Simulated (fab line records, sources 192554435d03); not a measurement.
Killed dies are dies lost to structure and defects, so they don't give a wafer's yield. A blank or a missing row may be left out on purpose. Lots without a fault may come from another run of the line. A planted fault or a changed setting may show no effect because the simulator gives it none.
Problem report in the 8D (eight disciplines) form, filled by code | flow n5_finfet | the parts of the form that need people (team, actions taken, sign-off) are left out

1. THE PROBLEM
killed_at_M4_up at N5_PASSIVATION_PROBE_49 reads a mean of 150 on 6 wafers of 2 lots; wafers without a fault read 13 with a standard deviation of 5. That is +27 standard deviations from the usual mean.
First seen on wafer L564.1, day 17 18:20, on prober-02. The record holds 14 wafers of 5 lots with a number at this step. Rule for "out", or "out of limits": more than 4 standard deviations from the usual mean. The other wafers with a number count as sound.

2. WHAT IT IS AND WHAT IT IS NOT
question                    | is                                                                              | is not
which readings at this step | killed_at_M4_up, defect_limited_yield, killed_dies, sort_n_pass, sort_yield_pct | killed_at_M0_to_M3, killed_at_contacts, killed_at_front_end, killed_at_other, killed_open, killed_short
which lots                  | L564, L565                                                                      | L552, L554, L563
which wafers of those lots  | all that have a number                                                          | -
read on which tools         | prober-02                                                                       | prober-01
when                        | from day 17 18:20                                                               | up to then (8 sound wafers)

3. SUSPECTS, AND WHAT RULES EACH OUT
Counting: a tool at a process step up to the reading stays a suspect if it ran every lot that is out and no sound lot after the first of them.
- rie_diel-03 at N5_BEOL_M4_STRIP_36 (strips in N2/H2): kept. It ran every lot that is out, first L564 (day 13 00:19), and no sound lot after that; its last sound lot up to then is L554 (day 9 12:37).
- prober-02 at N5_PASSIVATION_PROBE_49: kept. It ran every lot that is out, first L564 (day 17 18:20), and no sound lot after that; its last sound lot up to then is L554 (day 15 03:52). Its own readings are out on those wafers: defect_limited_yield, killed_at_M4_up, killed_dies, sort_n_pass, sort_yield_pct.
Left after counting: rie_diel-03 at N5_BEOL_M4_STRIP_36, prober-02 at N5_PASSIVATION_PROBE_49.

4. THE CAUSE (what the simulator had put in)
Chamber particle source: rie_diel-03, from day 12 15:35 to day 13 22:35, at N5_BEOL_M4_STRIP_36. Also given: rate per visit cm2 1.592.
Counting left 2 suspects, and this tool is among them.

5. THE CHAIN OF EFFECTS, in route order
Each row: a reading whose mean over the struck wafers that have a number lies more than 3 standard deviations from the usual. Only readings for which the record gives a usual standard deviation are gone through. hours: the time from each lot's start at the first step in this table that gives one to its start at this step, as a median over the lots. sigmas: the change in usual standard deviations.
hours | step                    | reading              | usual  | on struck wafers | change | sigmas
0     | N5_PASSIVATION_PROBE_49 | defect_limited_yield | 91.0 % | 79.9             | -11.1  | -7.4
0     | N5_PASSIVATION_PROBE_49 | killed_at_M4_up      | 13     | 150              | +137   | +27
0     | N5_PASSIVATION_PROBE_49 | killed_dies          | 106    | 237              | +131   | +7.3
0     | N5_PASSIVATION_PROBE_49 | sort_bin_5_function  | 5.2 %  | 12.2             | +7.0   | +7.4
0     | N5_PASSIVATION_PROBE_49 | sort_n_pass          | 1074   | 943              | -131   | -7.3
0     | N5_PASSIVATION_PROBE_49 | sort_yield_pct       | 91.0 % | 79.9             | -11.1  | -7.4
The process steps in it:
- N5_PASSIVATION_PROBE_49

6. WHAT WOULD HAVE CAUGHT IT SOONER
In this record the first reading out of limits was taken at day 17 18:20, 123 hours after the fault began at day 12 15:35.
Of the tool readings at N5_BEOL_M4_STRIP_36 for which the record gives a usual standard deviation, none was out on any struck wafer, so an alarm limit of 4 standard deviations on them would not have fired.
All the lots that are out (2) had begun N5_BEOL_M4_STRIP_36 on rie_diel-03 by day 17 18:20. A hold on the tool at that time would have spared none of them.
